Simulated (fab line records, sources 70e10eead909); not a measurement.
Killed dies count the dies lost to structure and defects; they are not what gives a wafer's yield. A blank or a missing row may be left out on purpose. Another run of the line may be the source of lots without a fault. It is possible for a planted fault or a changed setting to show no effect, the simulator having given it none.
Comparing a struck lot with a sound one	flow nand_harc	14 out of 1159 route steps
Sound: the wafers L657.4, L657.5, L657.6. Struck: wafer L671.6 (left out: L671.3, L671.5 of the same lot, which were not struck); the cause appears at the end.
For every step that has rows: the tool of each side, followed by ch and its chambers, followed by its first start. Under that, the readings that differ: sound wafers	struck wafers	difference of the means	sigmas: that difference in standard deviations of wafers without a fault.
alike: same words and numbers on both sides, and readings whose means sit less than 2 such deviations apart. not compared: any withheld reading, any reading some wafer has no value for, any bound like >300 that may hide the same value, and any number with overlapping values for which the record gives no deviation.
The two part at a step that has a row with sigmas, a row that says differs or no value, or rows on one side only. Non-overlapping numbers with no deviation appear without sigmas and do not part them. A reading missing from all wafers of one side parts the sides only when that side holds two or more wafers.

NHARC_P_M1_CMP_23: polishes, t overpolish 20 s, target thk 157.82 nm.
  sound on cmp-02 ch 2,3, day 8 02:34; struck on cmp-01 ch 0, day 11 15:34
  alike: motor_current_A, time_to_endpoint_s
NHARC_P_M1_THK_MEAS_24: measures by xrf.
  sound: film_metro-01 at day 8 02:51; struck: film_metro-02 at day 11 15:50
  alike: thk_nm
then, 1 step without rows for these wafers: NHARC_P_M1_SRD_25.
NHARC_P_M1_INSPECT_27:
  sound: defect_inspect-02 at day 8 03:01; struck: defect_inspect-01 at day 11 15:59
  alike: raw_defect_count
NHARC_P_M1_PRE_CLEAN_32: time 12 s.
  sound on pecvd-04 ch 0,1,2, day 8 03:07; struck on pecvd-02 ch 1, day 11 16:03
  alike: heater_power_w, rf_fwd_power_W
NHARC_P_M1_DEP_33: deposits SiCN, target thk 30 nm.
  sound on pecvd-04 ch 0,1,2, day 8 03:17; struck on pecvd-02 ch 1, day 11 16:08
  alike: heater_power_w, rf_fwd_power_W
then, 5 steps without rows for these wafers: NHARC_P_M2_DEP_00 (deposits SiOC, target thk 182.5 nm); NHARC_P_M2_DEHYDRATE_01 (time 120 s); NHARC_P_M2_HMDS_02 (time 30 s); NHARC_P_M2_COAT_34 (time 65 s); NHARC_P_M2_COAT_03 (resist thk 90 nm).
NHARC_P_M2_SOFTBAKE_04: time 55 s.
  sound on litho_track-04 ch 0, day 8 03:00; struck on litho_track-06 ch 0, day 11 16:00
reading	sound	struck	difference	sigmas
heater_power_total_W (W)	188.28 188.69 188.31	323.05	+134.62	+99 or more
  not compared: plate_temp_C
then, 1 step without rows for these wafers: NHARC_P_M2_EBR_05.
-- record jumps: 14 days between struck wafers' starts before vs after; left off in module P_M2, resumes in module END, first step shown is number 1159 of the route --
NHARC_END_SORT_01:
  sound on prober-01 ch 0, day 21 20:50; struck on prober-01 ch 0, day 25 07:26
reading	sound	struck	difference	sigmas
killed_at_periphery	0 0 2	5	+4	+2
  alike: defect_limited_yield, killed_at_array, killed_at_other, killed_dies, killed_open, killed_short, sort_bin_2_pct, sort_bin_3_pct, sort_bin_4_pct, sort_n_pass, sort_rim_yield_pct, sort_yield_pct

## WHERE THEY PART
Earliest at NHARC_P_M2_SOFTBAKE_04; latest, in this record, at NHARC_END_SORT_01.

WHY: whatever the simulator had introduced
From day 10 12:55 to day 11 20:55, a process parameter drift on litho_track-06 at NHARC_P_M2_SOFTBAKE_04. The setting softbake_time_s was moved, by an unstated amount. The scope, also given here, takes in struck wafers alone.
